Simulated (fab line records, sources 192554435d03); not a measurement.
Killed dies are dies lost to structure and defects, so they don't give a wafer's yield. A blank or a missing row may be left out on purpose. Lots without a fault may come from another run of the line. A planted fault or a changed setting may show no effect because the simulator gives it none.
Chamber matching | flow n5_finfet | N5_ILD0_LINER_00 on ald_sin-03: 4 sister chambers
The step material SiNx, target thk 4 nm, pulse time 1 s, purge time 2 s. 4 wafers are shown with their chamber, then 11 later ones without.

WAFERS WITH THEIR CHAMBER
wafer  | chamber | heater_power_w (W)
L084.4 | 3       | 828
L085.5 | 1       | 681
L085.6 | 2       | 785
L089.4 | 0       | 933

WAFERS WITHOUT THEIR CHAMBER
wafer  | heater_power_w (W)
L089.5 | 797
L089.6 | 705
L090.3 | 814
L090.5 | 914
L090.6 | 847
L091.1 | 927
L091.4 | 801
L091.5 | 910
L094.1 | 817
L094.2 | 910
L094.6 | 700

WHICH CHAMBER EACH WENT THROUGH
wafer  | from the rows above     | in truth
L089.5 | can't be placed: 2 or 3 | 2
L089.6 | 1                       | 1
L090.3 | can't be placed: 3 or 2 | 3
L090.5 | 0                       | 0
L090.6 | 3                       | 3
L091.1 | 0                       | 0
L091.4 | can't be placed: 2 or 3 | 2
L091.5 | 0                       | 0
L094.1 | can't be placed: 3 or 2 | 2
L094.2 | 0                       | 0
L094.6 | 1                       | 1
Placed correctly: 7 of 11. Can't be placed from these rows: 4 (the true chamber is among the candidates in 4). Placed wrongly: 0.
How it was worked out, from the rows above alone: a wafer's distance from a chamber is the root of the sum, over the readings, of the square of ((its reading less the chamber's mean) divided by the reading's scatter). The wafer belongs to the nearest chamber; if the next one is less than 2 further off, it can't be placed. A chamber's mean is the mean of its shown wafers. The scatter: with one shown wafer a chamber, the root of the mean of the squares of how far each hidden wafer lies from its nearest shown one.
